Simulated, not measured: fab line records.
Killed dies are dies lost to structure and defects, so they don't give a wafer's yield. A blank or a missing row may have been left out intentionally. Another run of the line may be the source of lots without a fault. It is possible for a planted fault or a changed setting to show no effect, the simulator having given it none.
Which tool was responsible?	flow nand harc	route of 1159 steps, sampled at 1 step: 13 lots, 35 wafers

== WHAT THE GAUGES SHOWED, per wafer ==
NHARC_P_CONTACT_OVL_MEAS_13.
lot	measured	on	overlay x nm (nm)	overlay y nm (nm)
L874	day 5 14:22	overlay-02	1.5 1.4 0.9	-1.2 -1.5 -1.8
L877	day 6 09:21	overlay-02	0.4 0.2 0.0	-0.9 -1.3 -0.8
L880	day 7 11:12	overlay-01	-1.4 -1.6 -1.3	-0.2 0.5 0.2
L883	day 8 05:23	overlay-01	-0.8	-1.3
L884	day 8 06:10	overlay-01	-1.1	-0.8
L886	day 8 21:51	overlay-01	1.1 0.5 0.6	-1.8 -2.2 -2.2
L888	day 9 00:46	overlay-01	-1.3 -0.8 -0.4	-0.8 -1.3 -1.6
L891	day 10 05:38	overlay-01	0.0 0.5 0.3	-0.2 -0.9 -0.4
L892	day 10 15:50	overlay-02	0.0 0.3 0.0	0.0 -0.1 0.3
L893	day 10 15:59	overlay-02	-1.3 -2.2 -0.7	-1.5 -1.2 -1.5
L894	day 10 21:14	overlay-01	-1.2 -1.8 -1.3	1.1 0.8 1.1
L895	day 10 22:08	overlay-01	-1.1 -1.6 -1.1	0.8 -0.2 -0.1
L896	day 11 07:52	overlay-01	0.5 0.9 1.2	1.1 1.8 1.0

== TOOL THAT RAN EACH LOT (tool first, then ch and the chambers of the sampled wafers, then the start) ==
There is no process step in the record ahead of these readings.

== AS READ BY THE TOOLS THEMSELVES (means over the sampled wafers that have a number; for cases with no such wafer, the mark the record gives instead) ==
The record holds no such reading with a usual standard deviation.

== THE ANSWER, worked out from the rows above alone ==
Rule: the lots themselves supply what counts as usual. The widest of any qualifying gaps counts: lots, ordered by their means at a reading, are off when they make up no more than a third of the lots, leave a main group of 4 or more, and stand apart from it by 3 or more times the standard deviation of that group's means. A main group whose means are all the same, to the digits that the tables above print for the reading, isn't used. Also off: a lot with no number at a reading for which 4 or more lots have one. Where the step has rows for the other lots, those lots are counted as sound. After the gauges, taken in route order, come the tools' own readings; for these a lot's mean is taken, as printed above. The first step at which some lot is off is used, and at that step the reading that is off furthest; a lot without a number counts as furthest.
Nothing can be told from this: no lot is off at any reading shown.

== WHAT HAD BEEN PUT IN BY THE SIMULATOR ==
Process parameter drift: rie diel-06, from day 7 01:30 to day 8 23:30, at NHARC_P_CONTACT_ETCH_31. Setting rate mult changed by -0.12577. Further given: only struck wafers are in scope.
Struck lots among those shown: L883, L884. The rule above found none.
